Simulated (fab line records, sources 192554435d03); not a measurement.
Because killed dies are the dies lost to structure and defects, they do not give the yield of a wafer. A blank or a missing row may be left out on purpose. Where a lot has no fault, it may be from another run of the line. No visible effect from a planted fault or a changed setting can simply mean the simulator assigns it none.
Matching of chambers	flow n5-finfet	rie-diel-04 running N5_FIN_SAQP_STRIP_77: 4 sister chambers
The step strips in N2/H2, time 90 s. 4 wafers are shown with their chamber, then 10 later ones without.

WAFERS WITH THEIR CHAMBER
wafer	chamber	showerhead-plenum-p-Torr (Torr)
L086.5	3	3.44
L090.4	2	3.34
L091.2	0	3.45
L091.4	1	3.50

WAFERS WITH NO CHAMBER GIVEN
wafer	showerhead-plenum-p-Torr (Torr)
L091.6	3.45
L093.1	3.49
L093.2	3.34
L093.6	3.45
L094.1	3.45
L094.2	3.34
L094.6	3.34
L097.1	3.49
L097.2	3.33
L097.4	3.43

WHICH CHAMBER EACH WENT THROUGH
wafer	from the rows above	in truth
L091.6	can't be placed: 0 or 3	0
L093.1	1	1
L093.2	2	2
L093.6	can't be placed: 0 or 3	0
L094.1	can't be placed: 0 or 3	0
L094.2	2	2
L094.6	2	2
L097.1	1	1
L097.2	2	2
L097.4	can't be placed: 3 or 0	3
Correctly placed: 6 of 10. These rows do not allow placing 4 (true chamber among the candidates in 4). 0 placed wrongly.
How it was worked out, from the rows above alone: a wafer's distance from a chamber is the root of the sum, over the readings, of the square of ((its reading less the chamber's mean) divided by the reading's scatter). If the next closest chamber is less than 2 further off than the closest, the wafer can't be placed; otherwise it belongs to the closest. For every chamber, the mean is computed from those of its wafers that are shown. The scatter: with one shown wafer a chamber, the root of the mean of the squares of how far each hidden wafer lies from its nearest shown one.
